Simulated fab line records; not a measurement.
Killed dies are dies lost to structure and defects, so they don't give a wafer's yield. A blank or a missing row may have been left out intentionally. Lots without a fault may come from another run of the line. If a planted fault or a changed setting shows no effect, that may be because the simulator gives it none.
Matching of chambers :: flow n5 finfet :: 4 sister chambers for N5_SDB_HM_OPEN_20 on rie diel-06
The step chemistry CH3F/O2, target SiNx, stops on poly-Si, target depth 24 nm. 16 wafers are shown with their chamber, then 8 later ones without.

== EACH WAFER AND ITS CHAMBER ==
wafer: L197.1
chamber: 3
drypump motor current A (A): 5.8
showerhead plenum p Torr (Torr): 2.00
throttle valve pct (%): 16.47

wafer: L197.3
chamber: 0
drypump motor current A (A): 4.9
showerhead plenum p Torr (Torr): 1.95
throttle valve pct (%): 16.17

wafer: L197.5
chamber: 2
drypump motor current A (A): 6.6
showerhead plenum p Torr (Torr): 2.07
throttle valve pct (%): 16.51

wafer: L200.1
chamber: 2
drypump motor current A (A): 6.6
showerhead plenum p Torr (Torr): 2.07
throttle valve pct (%): 16.53

wafer: L200.5
chamber: 2
drypump motor current A (A): 6.6
showerhead plenum p Torr (Torr): 2.07
throttle valve pct (%): 16.52

wafer: L200.6
chamber: 1
drypump motor current A (A): 5.1
showerhead plenum p Torr (Torr): 2.02
throttle valve pct (%): 16.23

wafer: L201.1
chamber: 2
drypump motor current A (A): 6.6
showerhead plenum p Torr (Torr): 2.07
throttle valve pct (%): 16.50

wafer: L201.3
chamber: 1
drypump motor current A (A): 5.2
showerhead plenum p Torr (Torr): 2.02
throttle valve pct (%): 16.25

wafer: L201.5
chamber: 1
drypump motor current A (A): 5.2
showerhead plenum p Torr (Torr): 2.02
throttle valve pct (%): 16.23

wafer: L206.1
chamber: 2
drypump motor current A (A): 6.6
showerhead plenum p Torr (Torr): 2.06
throttle valve pct (%): 16.55

wafer: L206.5
chamber: 3
drypump motor current A (A): 5.8
showerhead plenum p Torr (Torr): 1.99
throttle valve pct (%): 16.48

wafer: L206.6
chamber: 0
drypump motor current A (A): 4.9
showerhead plenum p Torr (Torr): 1.95
throttle valve pct (%): 16.23

wafer: L207.2
chamber: 3
drypump motor current A (A): 5.8
showerhead plenum p Torr (Torr): 1.99
throttle valve pct (%): 16.50

wafer: L207.3
chamber: 2
drypump motor current A (A): 6.6
showerhead plenum p Torr (Torr): 2.06
throttle valve pct (%): 16.54

wafer: L207.4
chamber: 1
drypump motor current A (A): 5.1
showerhead plenum p Torr (Torr): 2.01
throttle valve pct (%): 16.27

wafer: L214.1
chamber: 3
drypump motor current A (A): 5.8
showerhead plenum p Torr (Torr): 1.99
throttle valve pct (%): 16.51

SIGNATURES (means of the wafers above)
reading: drypump motor current A
chamber 0: 4.900
chamber 1: 5.150
chamber 2: 6.600
chamber 3: 5.800
scatter within a chamber: 0.0289

reading: showerhead plenum p Torr
chamber 0: 1.9500
chamber 1: 2.0175
chamber 2: 2.0667
chamber 3: 1.9925
scatter within a chamber: 0.00486

reading: throttle valve pct
chamber 0: 16.2000
chamber 1: 16.2450
chamber 2: 16.5250
chamber 3: 16.4900
scatter within a chamber: 0.0217
Rule: a wafer's distance from a chamber is the root of the sum, over the readings, of the square of ((its reading less the chamber's mean) divided by the reading's scatter). The wafer belongs to the nearest chamber; if the next one is less than 2 further off, it can't be placed. The scatter: take each reading less its chamber's mean, square it, sum over the shown wafers, divide by the number of wafers less the number of chambers, and take the root.

== WAFERS WITHOUT THEIR CHAMBER ==
wafer: L214.2
drypump motor current A (A): 4.9
showerhead plenum p Torr (Torr): 1.94
throttle valve pct (%): 16.23

wafer: L214.4
drypump motor current A (A): 5.1
showerhead plenum p Torr (Torr): 2.01
throttle valve pct (%): 16.28

wafer: L215.3
drypump motor current A (A): 5.8
showerhead plenum p Torr (Torr): 1.99
throttle valve pct (%): 16.54

wafer: L215.5
drypump motor current A (A): 4.9
showerhead plenum p Torr (Torr): 1.94
throttle valve pct (%): 16.26

wafer: L215.6
drypump motor current A (A): 5.8
showerhead plenum p Torr (Torr): 1.99
throttle valve pct (%): 16.53

wafer: L218.4
drypump motor current A (A): 4.9
showerhead plenum p Torr (Torr): 1.94
throttle valve pct (%): 16.27

wafer: L218.5
drypump motor current A (A): 5.1
showerhead plenum p Torr (Torr): 2.01
throttle valve pct (%): 16.30

wafer: L218.6
drypump motor current A (A): 4.9
showerhead plenum p Torr (Torr): 1.94
throttle valve pct (%): 16.25

== EACH ONE'S CHAMBER ==
wafer: L214.2
from the rows above: 0
in truth: 0

wafer: L214.4
from the rows above: 1
in truth: 1

wafer: L215.3
from the rows above: 3
in truth: 3

wafer: L215.5
from the rows above: 0
in truth: 0

wafer: L215.6
from the rows above: 3
in truth: 3

wafer: L218.4
from the rows above: 0
in truth: 0

wafer: L218.5
from the rows above: 1
in truth: 1

wafer: L218.6
from the rows above: 0
in truth: 0
8 of 8 placed correctly. Can't be placed from these rows: 0. Wrongly placed: 0.
